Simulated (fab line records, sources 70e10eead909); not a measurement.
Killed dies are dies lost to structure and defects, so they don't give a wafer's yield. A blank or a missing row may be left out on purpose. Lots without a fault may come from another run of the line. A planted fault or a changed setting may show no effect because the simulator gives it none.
fab line records | flow nand_harc
record lots=7 wafers=21 last_day=32
route steps=1302 shown A_CHANNEL_HOLE_D1@455
lots that met no fault: from a run of the same line without faults
start_h: hours from the record's first day to the start of the lot's first wafer shown | wait_h: hours since the lot's step before | " the same as in the row above | L1.1+2: a row that stands for several wafers | - no value, or no start given | * or withheld: withheld | < > ~ a bound
route shown NAME@n: a module of which the file shows steps, and the number in the route of the first | usual: mean/standard deviation of fault-free wafers | same: alike in all rows | chamber/n: place in a boat | sites: the reading at each site | _std_site: their standard deviation | _edge_site: outer sites' mean less inner sites' | radius_mm: how far each site lies from the wafer's centre | mask NAME#n: copy n | behind: the tool/chamber that last shaped the wafer | hold: why the lot was held/for how many hours/how that ended | device: the transistor (n, p or np) that didn't switch | end of line: the same wafers' tests at the end of the route | a step without rows: its recipe alone | killed: dies lost to structure and defects at the first sort, not the wafer's yield | map: a wafer's dies, x killed, . not, _ none there
set.NAME: the setting as run; set.NAME@STEP: as run at that earlier step | model.NAME: the simulator's own value behind a step, which no gauge read
lots at some steps of the route; a table a step, a row a wafer
services: from which hour (start_h, from the record's first day; less than 0 if before it) a tool's chamber was out of use, for how many hours, and why
## steps
# step NHARC_A_CHANNEL_HOLE_D1_COAT_37
# recipe temp_c=225 time_s=65
# step NHARC_A_CHANNEL_HOLE_D1_COAT_04
# recipe spin_rpm=1500 resist_thk_nm=90
# step NHARC_A_CHANNEL_HOLE_D1_SOFTBAKE_05
# recipe temp_c=105 time_s=55
# step NHARC_A_CHANNEL_HOLE_D1_EBR_06
# step NHARC_A_CHANNEL_HOLE_D1_EXPOSE_07
# recipe na=1.35 target_cd_nm=100 sigma_outer=0.3 dose_mj=59.65 mask_id=HOLE_D1
# step NHARC_A_CHANNEL_HOLE_D1_PEB_08
# recipe peb_temp_c=100 peb_time_s=65
# step NHARC_A_CHANNEL_HOLE_D1_DEVELOP_09
# recipe develop_time_s=35 dev_temp_c=23
# step NHARC_A_CHANNEL_HOLE_D1_CD_MEAS_10
# recipe target_cd_nm=100 landing_energy_ev=500
# usual cd_nm=100.2/0.63
# same landing_energy_ev=500
# columns lot.wafer tool chamber start_h wait_h cd_nm
L910.1 cd_sem-03 0 183.76 - 100.9
L910.2 " 0 " " 101.2
L910.3 " 0 " " 101.4
L921.2 cd_sem-01 0 289.08 - 99.7
L921.5 " 0 " " 100.0
L921.6 " 0 " " 99.3
L923.1 cd_sem-01 0 305.51 - 99.8
L923.2 " 0 " " 100.2
L923.3 " 0 " " 99.6
L924.1 cd_sem-01 0 334.09 - 100.7
L924.3 " 0 " " 99.7
L924.6 " 0 " " 100.5
L926.3 cd_sem-02 0 338.41 - 101.7
L926.4 " 0 " " 99.8
L926.5 " 0 " " 100.5
L927.3 cd_sem-03 0 350.03 - 100.8
L927.4 " 0 " " 100.7
L927.5 " 0 " " 100.7
L931.1 cd_sem-01 0 389.41 - 100.1
L931.3 " 0 " " 98.7
L931.4 " 0 " " 99.4
# step NHARC_A_CHANNEL_HOLE_D1_OVL_MEAS_11
# usual overlay_x_nm=0.3/0.87 overlay_y_nm=-0.1/0.75
# columns lot.wafer tool chamber start_h wait_h overlay_x_nm overlay_y_nm
L910.1 overlay-02 - 183.84 - 0.2 -0.9
L910.2 " - " " 0.4 -0.9
L910.3 " - " " 0.3 -0.8
L921.2 overlay-01 - 289.17 - -1.2 0.3
L921.5 " - " " -0.8 0.1
L921.6 " - " " -1.2 0.6
L923.1 overlay-02 - 305.60 - -0.5 -1.1
L923.2 " - " " -0.9 -1.4
L923.3 " - " " -0.9 -0.9
L924.1 overlay-02 - 334.18 - 0.7 -1.2
L924.3 " - " " 0.4 -1.5
L924.6 " - " " 1.0 -0.1
L926.3 overlay-02 - 338.49 - -0.1 0.2
L926.4 " - " " -0.3 0.2
L926.5 " - " " -0.4 0.3
L927.3 overlay-01 - 350.12 - 0.8 -0.8
L927.4 " - " " 0.8 -0.7
L927.5 " - " " 1.1 -1.0
L931.1 overlay-01 - 389.49 - -0.4 1.1
L931.3 " - " " 0.0 0.6
L931.4 " - " " 0.1 1.1
# step NHARC_A_CHANNEL_HOLE_D1_INSPECT_12
# usual raw_defect_count=5.3/2.9
# columns lot.wafer tool chamber start_h wait_h raw_defect_count
L910.1 defect_inspect-02 - 183.88 0.0 3
L910.2 " - " " 6
L910.3 " - " " 7
L921.2 defect_inspect-02 - 289.21 0.0 10
L921.5 " - " " 6
L921.6 " - " " 7
L923.1 defect_inspect-02 - 305.64 0.0 3
L923.2 " - " " 7
L923.3 " - " " 4
L924.1 defect_inspect-02 - 334.21 0.0 3
L924.3 " - " " 8
L924.6 " - " " 5
L926.3 defect_inspect-01 - 338.53 0.0 3
L926.4 " - " " 2
L926.5 " - " " 3
L927.3 defect_inspect-02 - 350.15 0.0 8
L927.4 " - " " 5
L927.5 " - " " 3
L931.1 defect_inspect-01 - 389.53 0.0 2
L931.3 " - " " 5
L931.4 " - " " 5
# step NHARC_A_CHANNEL_HOLE_D1_DESCUM_15
# recipe time_s=3 o2_flow_sccm=200 ar_flow_sccm=0 bias_power_w=0 chemistry=O2
# usual drypump_motor_current_A=5.9/0.4 mfc_ar_sccm=0.013/0.011 oes_product_au=1.000/0.0081 rf_vpp_V=57.7/0.82 showerhead_plenum_p_Torr=1.91/0.054 throttle_valve_pct=11.312/0.0094
# columns lot.wafer tool chamber start_h wait_h drypump_motor_current_A mfc_ar_sccm oes_product_au rf_hours_counter_h rf_vpp_V showerhead_plenum_p_Torr throttle_valve_pct
L910.2 rie_diel-01 3 183.94 0.1 5.8 0 1.003 10 57.8 1.87 11.302
L910.1 " 0 " " 6.3 0 1.008 11 57.1 1.90 11.295
L910.3 " 2 " " 6.3 0.026 1.009 11 57.7 1.98 11.309
L921.2 rie_diel-01 3 289.28 0.1 5.8 0 0.993 7 56.3 1.86 11.313
L921.6 " 1 " " 5.7 0.017 0.995 - 56.4 1.88 11.302
L921.5 " 2 " " 6.2 0.026 1.001 - 57.5 1.97 11.294
L923.1 rie_diel-01 2 305.70 0.1 6.3 0.026 1.002 8 58.5 1.97 11.321
L923.2 " 0 " " 6.3 0 0.995 8 57.7 1.90 11.305
L923.3 " 1 " " 5.7 0.017 1.004 8 58.6 1.88 11.303
L924.3 rie_diel-01 1 334.28 0.1 5.7 0.017 1.012 9 58.1 1.88 11.306
L924.1 " 2 " " 6.3 0.026 1.010 10 58.9 1.97 11.314
L924.6 " 1 " " 5.7 0.017 1.012 - 57.3 1.88 11.318
L926.3 rie_diel-01 3 338.60 0.1 5.8 0 0.986 11 56.1 1.86 11.328
L926.4 " 0 " " 6.3 0 0.993 11 57.3 1.90 11.310
L926.5 " 2 " " 6.3 0.026 0.997 - 57.9 1.97 11.300
L927.3 rie_diel-08 3 350.28 0.1 5.9 0 1.007 54 56.6 1.92 11.324
L927.4 " 0 " " 5.3 0.025 0.988 52 57.7 1.91 11.299
L927.5 " 2 " " 5.0 0.026 1.001 - 57.4 1.95 11.305
L931.4 rie_diel-02 0 389.60 0.1 4.9 0.002 0.997 57 57.3 1.99 11.318
L931.3 " 1 " " 6.1 0.007 0.985 55 57.0 2.04 11.302
L931.1 " 2 " " 5.7 0.008 0.998 53 57.7 1.93 11.306
# step NHARC_A_CHANNEL_HOLE_D1_ETCH_38
# recipe target_depth_a=390 over_etch_frac=0.3 time_s=65 ion_energy_ev=80 cf4_flow_sccm=150 ar_flow_sccm=0 rf_w=300 bias_w=100 chemistry=CF4
# usual drypump_motor_current_A=5.9/0.41 mfc_ar_sccm=0.012/0.011 oes_product_au=0.999/0.0073 rf_vpp_V=151.3/0.97 run_length_s=85.9/0.46 showerhead_plenum_p_Torr=1.76/0.048 throttle_valve_pct=13.285/0.0097
# columns lot.wafer tool chamber start_h wait_h drypump_motor_current_A mfc_ar_sccm oes_product_au rf_hours_counter_h rf_vpp_V run_length_s showerhead_plenum_p_Torr throttle_valve_pct
L910.1 rie_diel-01 3 184.04 0.1 5.9 0 0.994 10 151.0 86.5 1.73 13.284
L910.3 " 0 " " 6.3 0 1.004 11 151.3 85.4 1.76 13.291
L910.2 " 2 " " 6.3 0.026 1.001 11 152.0 85.8 1.82 13.286
L921.2 rie_diel-01 3 289.37 0.1 5.8 0 0.996 7 150.3 86.2 1.73 13.289
L921.5 " 0 " " 6.3 0 1.001 - 152.4 85.3 1.75 13.277
L921.6 " 1 " " 5.7 0.017 0.995 - 151.4 85.7 1.74 13.301
L923.2 rie_diel-01 2 305.79 0.1 6.2 0.026 1.008 8 152.7 85.7 1.82 13.288
L923.1 " 3 " " 5.8 0 0.998 8 150.6 86.4 1.73 13.275
L923.3 " 0 " " 6.3 0 0.989 9 149.9 86.2 1.75 13.282
L924.1 rie_diel-01 3 334.36 0.1 5.8 0 0.973 11 149.7 86.6 1.72 13.275
L924.3 " 2 " " 6.3 0.026 1.006 10 151.4 85.4 1.82 13.289
L924.6 " 3 " " 5.8 0 0.993 - 151.2 86.5 1.73 13.281
L926.3 rie_diel-01 3 338.68 0.1 5.8 0 0.995 11 151.2 86.6 1.72 13.285
L926.4 " 2 " " 6.3 0.026 0.998 11 152.2 85.5 1.82 13.287
L926.5 " 0 " " 6.3 0 0.998 - 150.9 85.4 1.75 13.274
L927.4 rie_diel-08 1 350.37 0.1 5.6 0.025 0.988 44 148.4 86.0 1.64 13.295
L927.3 " 2 " " 5.0 0.026 0.993 49 152.1 86.6 1.80 13.268
L927.5 " 1 " " 5.7 0.025 1.001 - 150.2 86.4 1.64 13.273
L931.1 rie_diel-02 1 389.69 0.1 6.1 0.007 0.991 55 152.9 86.4 1.88 13.285
L931.4 " 2 " " 5.7 0.008 1.004 53 151.7 86.4 1.79 13.294
L931.3 " 3 " " 5.1 0.016 1.002 55 150.6 85.8 1.71 13.271
# step NHARC_A_CHANNEL_HOLE_D1_ETCH_39
# recipe target_depth_a=2600 over_etch_frac=0.3 time_s=325 ion_energy_ev=200 n2_flow_sccm=150 h2_flow_sccm=150 ar_flow_sccm=0 rf_w=400 bias_w=150 chemistry=N2/H2
# usual drypump_motor_current_A=5.9/0.4 mfc_ar_sccm=0.012/0.011 n2_flow_sccm=150.0/0.44 oes_product_au=1.001/0.0075 rf_vpp_V=430.1/1.7 run_length_s=346.0/0.43 showerhead_plenum_p_Torr=2.03/0.056 throttle_valve_pct=14.172/0.0093
# columns lot.wafer tool chamber start_h wait_h drypump_motor_current_A mfc_ar_sccm n2_flow_sccm oes_product_au rf_hours_counter_h rf_vpp_V run_length_s showerhead_plenum_p_Torr throttle_valve_pct
L910.1 rie_diel-01 3 184.15 - 5.8 0 150.0 0.999 10 428.4 346.4 1.99 14.170
L910.2 " 0 " " 6.3 0 149.4 1.003 11 430.4 345.3 2.02 14.165
L910.3 " 2 " " 6.3 0.026 149.8 0.998 11 431.4 345.7 2.11 14.178
L921.2 rie_diel-01 3 289.44 - 5.8 0 150.0 0.999 7 428.2 346.4 1.99 14.151
L921.5 " 3 " " 5.8 0 149.6 1.000 - 428.5 346.6 1.99 14.177
L921.6 " 0 " " 6.3 0 149.3 0.998 - 429.5 345.6 2.02 14.166
L923.3 rie_diel-01 2 305.88 - 6.3 0.026 150.8 1.009 8 434.6 263.0 2.10 14.169
L923.1 " 3 " " 5.8 0 149.6 0.987 8 430.5 264.4 1.98 14.177
L923.2 " 0 " " 6.3 0 149.9 0.992 9 430.5 262.8 2.02 14.186
L924.1 rie_diel-01 0 334.45 - 6.3 0 150.7 0.997 11 429.7 262.9 2.02 14.176
L924.3 " 3 " " 5.8 0 150.0 0.996 11 428.3 264.0 1.98 14.186
L924.6 " 1 " " 5.7 0.017 149.9 0.998 - 430.9 263.0 2.00 14.169
L926.4 rie_diel-01 1 338.79 - 5.7 0.017 150.0 1.014 10 430.5 262.9 2.00 14.157
L926.3 " 2 " " 6.3 0.026 149.0 1.025 11 431.2 263.2 2.10 14.170
L926.5 " 0 " " 6.3 0 149.9 1.005 - 428.1 262.9 2.02 14.176
L927.3 rie_diel-08 1 350.50 - 5.7 0.025 150.3 0.995 44 425.9 345.7 1.88 14.161
L927.4 " 0 " " 5.2 0.025 149.7 0.988 53 429.7 346.6 2.03 14.166
L927.5 " 1 " " 5.7 0.025 149.9 0.987 - 425.1 346.0 1.88 14.177
L931.1 rie_diel-02 2 389.77 - 5.8 0.008 149.0 0.993 53 430.6 346.2 2.06 14.163
L931.3 " 3 " " 5.1 0.016 149.8 1.002 55 429.7 346.3 1.97 14.179
L931.4 " 1 " " 6.1 0.007 150.1 0.982 55 433.3 346.8 2.18 14.165
# step NHARC_A_CHANNEL_HOLE_D1_ETCH_34
# recipe target_depth_a=1540 time_s=77 cf4_flow_sccm=100 chf3_flow_sccm=30 ar_flow_sccm=0 rf_w=500 bias_w=200 chemistry=CF4/CHF3
# usual drypump_motor_current_A=5.9/0.41 mfc_ar_sccm=0.011/0.011 oes_product_au=0.941/0.023 rf_vpp_V=370.4/1.7 run_length_s=98.0/0.5 showerhead_plenum_p_Torr=1.57/0.04 throttle_valve_pct=16.801/0.0095
# columns lot.wafer tool chamber start_h wait_h drypump_motor_current_A mfc_ar_sccm oes_product_au rf_hours_counter_h rf_vpp_V run_length_s showerhead_plenum_p_Torr throttle_valve_pct
L910.2 rie_diel-01 3 - - 5.8 0 0.922 10 369.5 98.5 1.54 16.806
L910.3 " 0 " " 6.3 0 0.932 12 370.8 97.3 1.56 16.800
L910.1 " 2 " " 6.2 0.026 0.925 11 372.7 97.7 1.62 16.810
L921.2 rie_diel-01 1 - - 5.7 0.017 0.924 7 370.1 97.4 1.55 16.791
L921.5 " 3 " " 5.8 0 0.922 - 369.0 98.6 1.53 16.807
L921.6 " 0 " " 6.3 0 0.920 - 371.1 97.7 1.56 16.818
L923.2 rie_diel-01 1 - - 5.7 0.017 0.925 8 369.6 97.7 1.55 16.804
L923.1 " 2 " " 6.2 0.026 0.936 8 373.0 97.8 1.62 16.803
L923.3 " 0 " " 6.3 0 0.916 9 369.2 97.4 1.56 16.794
L924.3 rie_diel-01 0 - - 6.3 0 0.923 11 371.1 97.9 1.56 16.806
L924.1 " 1 " " 5.7 0.017 0.923 9 367.2 97.6 1.55 16.795
L924.6 " 2 " " 6.3 0.026 0.928 - 371.4 97.8 1.62 16.814
L926.4 rie_diel-01 1 - - 5.7 0.017 0.929 10 369.4 98.1 1.55 16.794
L926.3 " 0 " " 6.3 0 0.920 11 369.0 97.4 1.56 16.807
L926.5 " 2 " " 6.3 0.026 0.932 - 373.0 97.9 1.62 16.803
L927.3 rie_diel-08 3 - - 5.9 0 0.917 55 371.9 98.2 1.58 16.801
L927.4 " 1 " " 5.7 0.025 0.918 44 366.0 98.4 1.46 16.790
L927.5 " 3 " " 5.9 0 0.930 - 369.9 98.2 1.58 16.796
L931.3 rie_diel-02 1 - - 6.1 0.007 0.907 55 374.2 98.4 1.67 16.814
L931.1 " 2 " " 5.7 0.008 0.935 53 372.4 98.5 1.59 16.798
L931.4 " 3 " " 5.1 0.016 0.925 55 369.4 97.8 1.52 16.790
## services
# columns tool chamber start_h hours kind
rie_diel-01 1 160.13 15.5 repair
rie_diel-08 - 175.68 0.3 repair
rie_diel-01 1 180.69 8.6 repair
rie_diel-01 0 182.85 - clean
rie_diel-01 2 182.85 - clean
rie_diel-01 3 182.85 - clean
rie_diel-08 1 187.16 15.6 repair
rie_diel-01 2 193.12 6.9 repair
rie_diel-08 - 193.25 9.0 pm
rie_diel-01 - 203.80 9.0 pm
rie_diel-01 0 203.80 9.0 vent_cycle
rie_diel-01 1 203.80 9.0 vent_cycle
rie_diel-01 2 203.80 9.0 vent_cycle
rie_diel-01 3 203.80 9.0 vent_cycle
rie_diel-01 0 212.80 - clean
rie_diel-01 1 212.80 - clean
rie_diel-08 1 217.85 18.7 repair
rie_diel-02 - 218.34 9.0 pm
rie_diel-08 0 275.45 3.4 repair
rie_diel-08 2 276.88 22.1 repair
rie_diel-01 3 282.50 2.4 repair
rie_diel-01 1 318.02 9.3 repair
rie_diel-08 - 370.35 9.0 pm
rie_diel-01 - 380.80 9.0 pm
## key
first_sign step=NHARC_A_CHANNEL_HOLE_D1_ETCH_39 reading=run_length_s direction=down sigmas=99+ usual=* struck=*
effect none on later readings
met_at NHARC_A_CHANNEL_HOLE_D1_ETCH_39
struck_wafers L923.1,L923.2,L923.3,L924.1,L924.3,L924.6,L926.3,L926.4,L926.5
rows_end L926.5
later_rows_left_out L923.1,L923.2,L923.3,L926.3,L926.4
sort_left_out L923.1,L923.2,L923.3,L924.1,L924.3,L924.6,L926.3,L926.4
tester_left_out L923,L924,L926
onset_between 289.44 305.88
fault kind=process_parameter_drift tool=rie_diel-01 chamber=- onset_h=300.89 steps=NHARC_A_CHANNEL_HOLE_D1_ETCH_39 channel=time_s offset=* shape=step acts_in=* stated=*
# tester_left_out: of these lots the tester's yield and bins aren't shown, on N5 and GAA mostly nor the transistor test; their killed dies are dies lost to structure and defects alone, not to doping, threshold or leakage, so they don't give the yield
# sort_left_out: the simulated sort isn't trusted on such a fault, so these wafers' sort isn't shown, and their yield isn't known
# later_rows_left_out: the simulator's readings of these wafers behind a module that went badly wrong aren't trusted and aren't shown, but for the sort
# rows_end: these wafers met a further fault down the route, and their rows from its step on are left out
